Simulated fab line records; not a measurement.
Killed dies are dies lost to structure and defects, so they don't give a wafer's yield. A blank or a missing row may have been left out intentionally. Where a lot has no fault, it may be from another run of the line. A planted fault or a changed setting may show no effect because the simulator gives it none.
fab line records -- flow n5Finfet
record: lots: 5, wafers: 15, lastDay: 15
route steps=1938 shown BEOL_M8@1386
lots untouched by any fault: they come from a run of this same line in which no faults occurred
startH: start of the lot's first displayed wafer, in hours after the record's first day -- waitH: time in hours since the lot's previous step -- " same as the row above -- L1.1+2: one row covering several wafers at once -- - value missing, or start not given -- * or withheld: withheld -- < > ~ a bound
route shown NAME@n: names a module that has steps shown in the file, with the first one's number in the route -- usual: average and standard deviation across the fault-free wafers -- same: alike in all rows -- chamber/n: place in a boat -- sites: each site's reading -- _std_site: their standard deviation -- _edge_site: mean of outer sites minus mean of inner sites -- radiusMm: for every site, how far away it sits from the centre of the wafer -- mask NAME#n: copy n -- behind: tool/chamber where the wafer was last shaped -- hold: the reason the lot was held/the length of the hold in hours/how it ended -- device: names the non-switching transistor (n, p or np) -- end of line: tests of these same wafers at the route's end -- a step without rows: its recipe alone -- killed: at the first sort, the dies lost to defects and structure; wafer yield is something else -- map: a wafer's dies, marking killed ones x, the rest . and places with no die _
set.NAME: the run value of the setting; set.NAME@STEP: its run value at that earlier step -- model.NAME: the simulator's own value behind a step, which no gauge read
lots at some steps of the route; a table a step, a row a wafer
services: the hour from which a tool's chamber was out of use, counted from the record's first day as startH (under 0 if before that day), plus the number of hours and why
== steps ==
step: N5_BEOL_M8_CURE_75
recipe: tempC: 370, timeS: 120, ambient: DMADMS/He, material: SiCOH_lowk
step: N5_BEOL_M8_DEGAS_44
recipe: ambient: vacuum, tempC: 250, timeS: 60
step: N5_BEOL_M8_PRE_CLEAN_45
recipe: gas: H2/He, timeS: 30, tempC: 250
usual: heaterPowerW: 344/59, susceptorTempC: 250.00/0.18
lot.wafer,tool,chamber,startH,waitH,heaterPowerW,susceptorTempC
L861.1,pvdSputter-02,-,221.40,0.0,369,249.86
L861.2,pvdSputter-02,-,221.40,0.0,284,250.00
L861.5,pvdSputter-02,-,221.40,0.0,405,250.04
L863.1,pvdSputter-03,-,227.47,0.0,309,249.87
L863.3,pvdSputter-03,-,227.47,0.0,485,249.96
L863.6,pvdSputter-03,-,227.47,0.0,478,250.12
L864.1,pvdSputter-02,-,233.75,0.0,419,250.00
L864.2,pvdSputter-02,-,233.75,0.0,274,250.26
L864.5,pvdSputter-02,-,233.75,0.0,368,250.08
L872.3,pvdSputter-03,-,288.59,0.0,479,249.98
L872.4,pvdSputter-03,-,288.59,0.0,306,249.86
L872.5,pvdSputter-03,-,288.59,0.0,306,249.94
L874.1,pvdSputter-02,-,291.90,0.0,421,250.36
L874.2,pvdSputter-02,-,291.90,0.0,274,249.94
L874.6,pvdSputter-02,-,291.90,0.0,404,250.02
step: N5_BEOL_M8_ALD_77
recipe: material: TaN, targetThkA: 20, tempC: 275, aldPrecursorFamily: PDMAT, aldCoReactant: NH3, pressureTorr: 3, carrierFlowSccm: 1500, pulseTimeS: 2, purgeTimeS: 3, coReactantPurgeTimeS: 2, coReactantPulseTimeS: 3, aldCycles: 40, precursorVesselTempC: 75, precursorVesselPressureTorr: 26.25, precursorVesselCarrierSccm: 1000
usual: heaterPowerOuterW: 232/26, heaterPowerW: 423/39, susceptorTempC: 275.00/0.19
lot.wafer,tool,chamber,startH,waitH,heaterPowerOuterW,heaterPowerW,sinceWetCleanH,susceptorTempC
L861.1,aldMetal-03,3,221.46,0.0,223,409,4500,275.10
L861.2,aldMetal-03,2,221.46,0.0,241,427,4500,274.90
L861.5,aldMetal-03,0,221.46,0.0,241,444,-,275.13
L863.1,aldMetal-02,1,227.53,0.0,217,390,2967,274.99
L863.3,aldMetal-02,2,227.53,0.0,200,409,2967,275.39
L863.6,aldMetal-02,0,227.53,0.0,194,372,-,275.14
L864.1,aldMetal-04,3,233.81,0.0,230,431,6051,275.29
L864.2,aldMetal-04,2,233.81,0.0,287,524,6051,274.77
L864.5,aldMetal-04,2,233.81,0.0,286,498,-,275.09
L872.3,aldMetal-04,3,288.71,0.1,247,433,6106,275.05
L872.4,aldMetal-04,2,288.71,0.1,299,504,6106,274.84
L872.5,aldMetal-04,2,288.71,0.1,287,510,-,275.22
L874.1,aldMetal-03,1,292.01,0.1,208,399,4570,275.14
L874.2,aldMetal-03,0,292.01,0.1,244,454,4570,274.83
L874.6,aldMetal-03,1,292.01,0.1,212,392,-,274.85
step: N5_BEOL_M8_SURFACE_TREAT_79
recipe: gas: Ar, timeS: *, ionEnergyEv: *, ionCurrentMaCm2: 0.5, pressureMtorr: *, arFlowSccm: 30
usual: throttleValvePct: *
lot.wafer,tool,chamber,startH,waitH,throttleValvePct
L861.1,pvdSputter-01,-,221.77,0.2,*
L861.2,pvdSputter-01,-,221.77,0.2,*
L861.5,pvdSputter-01,-,221.77,0.2,*
L863.1,pvdSputter-02,-,227.90,0.2,*
L863.3,pvdSputter-02,-,227.90,0.2,*
L863.6,pvdSputter-02,-,227.90,0.2,*
L864.1,pvdSputter-01,-,234.17,0.2,*
L864.2,pvdSputter-01,-,234.17,0.2,*
L864.5,pvdSputter-01,-,234.17,0.2,*
L872.3,pvdSputter-02,-,289.02,0.2,*
L872.4,pvdSputter-02,-,289.02,0.2,*
L872.5,pvdSputter-02,-,289.02,0.2,*
L874.1,pvdSputter-01,-,292.80,0.7,*
L874.2,pvdSputter-01,-,292.80,0.7,*
L874.6,pvdSputter-01,-,292.80,0.7,*
step: N5_BEOL_M8_CVD_78
recipe: material: Co, targetThkA: 20, tempC: withheld, precursor: CCTBA/H2, pressureTorr: 30, timeS: 142.3
step: N5_BEOL_M8_SPUTTER_48
recipe: material: Cu, targetThkA: 100, tempC: -20, biasV: 60, powerW: 26000, chamberPressurePa: 0.13, timeS: 1.667
usual: susceptorTempC: -19.98/0.098, throttleValvePct: 29.7/1.1
lot.wafer,tool,chamber,startH,waitH,susceptorTempC,throttleValvePct
L861.1,pvdSputter-01,-,221.97,0.1,-19.96,30.7
L861.2,pvdSputter-01,-,221.97,0.1,-20.17,31.5
L861.5,pvdSputter-01,-,221.97,0.1,-20.02,29.0
L863.1,pvdSputter-02,-,228.14,0.1,-19.99,30.5
L863.3,pvdSputter-02,-,228.14,0.1,-20.02,30.1
L863.6,pvdSputter-02,-,228.14,0.1,-19.95,29.5
L864.1,pvdSputter-03,-,234.43,0.1,-19.98,28.1
L864.2,pvdSputter-03,-,234.43,0.1,-19.90,29.5
L864.5,pvdSputter-03,-,234.43,0.1,-20.08,31.1
L872.3,pvdSputter-03,-,289.25,0.1,-19.94,31.2
L872.4,pvdSputter-03,-,289.25,0.1,-20.00,29.8
L872.5,pvdSputter-03,-,289.25,0.1,-19.92,31.2
L874.1,pvdSputter-03,-,294.15,1.0,-19.95,29.8
L874.2,pvdSputter-03,-,294.15,1.0,-19.89,31.4
L874.6,pvdSputter-03,-,294.15,1.0,-20.05,29.4
step: N5_BEOL_M8_ECD_50
recipe: material: Cu, targetThkA: 3000
step: N5_BEOL_M8_ANNEAL_51
recipe: tempC: 225, timeS: 90, ambient: N2
step: N5_BEOL_M8_CMP_52
recipe: stopOn: SiCOH_lowk, tOverpolishS: 6.9, downForcePsi: 1, platenRpm: 50, clearingPlatenDownForcePsi: 1.5, clearingPlatenRpm: 50, postCmpClean: cuAlkaline, targetThkNm: 80, clearingPlatenPadVelocityMS: 0.99484, padVelocityMS: 0.99484
usual: barrierFieldEndpointS: 29.4/0.82, motorCurrentA: 5.9/0.71, overpolishRunS: 6.900/0.0092, platenRpm: 50.00/0.032, timeToEndpointS: 64/3.5
lot.wafer,tool,chamber,startH,waitH,barrierFieldEndpointS,motorCurrentA,overpolishRunS,platenRpm,timeToEndpointS
L861.1,cmp-03,0,222.73,0.3,27.6,5.6,6.895,49.95,63
L861.2,cmp-03,1,222.73,0.3,28.3,6.9,6.902,50.04,61
L861.5,cmp-03,0,222.73,0.3,30.1,5.6,6.897,50.03,65
L863.1,cmp-01,3,228.74,0.3,29.3,6.5,6.910,50.01,66
L863.3,cmp-01,0,228.74,0.3,29.4,4.5,6.895,50.01,64
L863.6,cmp-01,3,228.74,0.3,30.3,6.4,6.899,50.01,67
L864.1,cmp-04,3,234.97,0.3,28.9,5.4,6.878,49.99,67
L864.2,cmp-04,0,234.97,0.3,29.9,5.2,6.900,50.01,66
L864.5,cmp-04,2,234.97,0.3,30.1,5.2,6.886,49.98,66
L872.3,cmp-04,0,289.81,0.2,29.3,5.2,6.910,49.99,64
L872.4,cmp-04,2,289.81,0.2,29.8,5.1,6.896,49.96,66
L872.5,cmp-04,0,289.81,0.2,29.5,5.3,6.884,49.98,62
L874.2,cmp-01,3,294.88,0.3,29.3,6.3,6.893,49.98,65
L874.1,cmp-01,1,294.88,0.3,28.9,5.5,6.890,50.03,69
L874.6,cmp-01,2,294.88,0.3,28.7,5.9,6.892,50.01,63
step: N5_BEOL_M8_THK_MEAS_53
recipe: thkMeasGauge: xrf, reads: Cu_of_BEOL_M8_ECD_50
usual: M8_THK: 78.4/1.4
lot.wafer,tool,chamber,startH,waitH,M8_THK[nm]
L861.1,filmMetro-01,-,223.03,-,78.4
L861.2,filmMetro-01,-,223.03,-,78.3
L861.5,filmMetro-01,-,223.03,-,78.9
L863.1,filmMetro-01,-,229.00,-,79.2
L863.3,filmMetro-01,-,229.00,-,79.3
L863.6,filmMetro-01,-,229.00,-,80.6
L864.1,filmMetro-01,-,235.23,-,80.0
L864.2,filmMetro-01,-,235.23,-,78.0
L864.5,filmMetro-01,-,235.23,-,78.6
L872.3,filmMetro-02,-,290.07,-,78.9
L872.4,filmMetro-02,-,290.07,-,79.0
L872.5,filmMetro-02,-,290.07,-,76.9
L874.1,filmMetro-02,-,295.14,-,78.4
L874.2,filmMetro-02,-,295.14,-,79.8
L874.6,filmMetro-02,-,295.14,-,79.1
step: N5_BEOL_M8_PRE_CLEAN_55
recipe: gas: NH3, timeS: 15, tempC: withheld, rfPowerW: 300
step: N5_BEOL_M8_DEP_56
recipe: material: SiCN, targetThkA: 100, tempC: withheld, precursor: 3MS/NH3, pressureTorr: 3, rfW: 202, timeS: 17.5
usual: showerheadPlenumPTorr: 3.670/0.016, throttleValvePct: 9.0/0.45
lot.wafer,tool,chamber,startH,waitH,showerheadPlenumPTorr,sinceWetCleanH,throttleValvePct,model.SiCN_of_BEOL_M8_DEP_56.thkNm
L861.1,pecvd-03,0,223.09,0.0,3.678,1108,8.8,10
L861.2,pecvd-03,1,223.09,0.0,3.644,1833,9.7,10
L861.5,pecvd-03,0,223.09,0.0,3.685,-,9.0,10.2
L863.1,pecvd-02,2,229.06,0.0,3.669,541,8.8,10.2
L863.3,pecvd-02,1,229.06,0.0,3.681,2020,8.9,10
L863.6,pecvd-02,2,229.06,0.0,3.666,-,8.9,10.4
L864.1,pecvd-02,2,235.29,0.0,3.652,548,8.8,16.4
L864.2,pecvd-02,1,235.29,0.0,3.677,2027,9.2,10.2
L864.5,pecvd-02,1,235.29,0.0,3.680,-,8.9,16.6
L872.3,pecvd-04,0,290.13,0.0,3.658,994,8.9,9.8
L872.4,pecvd-04,1,290.13,0.0,3.711,-,9.2,10.2
L872.5,pecvd-04,0,290.13,0.0,3.658,-,8.8,10.2
L874.1,pecvd-04,0,295.20,0.0,3.661,999,9.1,10
L874.2,pecvd-04,2,295.20,0.0,3.664,245,8.1,9.8
L874.6,pecvd-04,2,295.20,0.0,3.666,-,8.4,10.2
step: N5_BEOL_M8_RS_MEAS_57
recipe: thkMeasGauge: four-point-probe, reads: Cu_of_BEOL_M8_ECD_50+Co_of_BEOL_M8_CVD_78+TaN_of_BEOL_M8_ALD_77
usual: M8_RS: 0.289/0.0065
lot.wafer,tool,chamber,startH,waitH,M8_RS[ohm/sq]
L861.1,filmMetro-02,-,223.16,0.1,0.291
L861.2,filmMetro-02,-,223.16,0.1,0.291
L861.5,filmMetro-02,-,223.16,0.1,0.289
L863.1,filmMetro-01,-,229.13,0.1,0.285
L863.3,filmMetro-01,-,229.13,0.1,0.287
L863.6,filmMetro-01,-,229.13,0.1,0.279
L864.1,filmMetro-01,-,235.36,0.1,0.284
L864.2,filmMetro-01,-,235.36,0.1,0.290
L864.5,filmMetro-01,-,235.36,0.1,0.289
L872.3,filmMetro-01,-,290.20,0.1,0.286
L872.4,filmMetro-01,-,290.20,0.1,0.287
L872.5,filmMetro-01,-,290.20,0.1,0.295
L874.1,filmMetro-01,-,295.27,0.1,0.288
L874.2,filmMetro-01,-,295.27,0.1,0.284
L874.6,filmMetro-01,-,295.27,0.1,0.285
== services ==
tool,chamber,startH,hours,kind
cmp-04,-,203.67,4.3,repair
aldMetal-02,1,206.93,17.4,repair
pecvd-03,2,211.82,5.0,scheduledDown
aldMetal-02,3,220.36,5.6,repair
cmp-03,-,226.34,4.0,pm
cmp-03,-,230.34,-,consumableReplace:conditioner
cmp-03,-,230.34,-,consumableReplace:pad
cmp-01,-,258.90,4.0,pm
cmp-04,-,259.58,2.5,repair
cmp-03,-,262.06,3.9,pm
cmp-01,-,262.90,-,consumableReplace:conditioner
cmp-01,-,262.90,-,consumableReplace:pad
pecvd-03,0,271.09,16.5,scheduledDown
cmp-01,-,272.01,6.9,pm
aldMetal-02,0,291.48,1.9,repair
pecvd-02,0,294.23,2.1,scheduledDown
== key ==
firstSign none at tools or gauges
modelEffect: step: N5_BEOL_M8_DEP_56, value: SiCN_of_BEOL_M8_DEP_56.thkNm, without: 10.4, struck: 16.5
metAt N5_BEOL_M8_DEP_56
struckWafers L864.1,L864.5
onsetBetween 229.06 235.29
fault: kind: processParameterDrift, tool: pecvd-02, chamber: -, onsetH: 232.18, steps: N5_BEOL_M8_DEP_56, channel: timeS, offset: *, shape: step, endH: 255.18, scope: struckWafersOnly, actsIn: *, stated: *
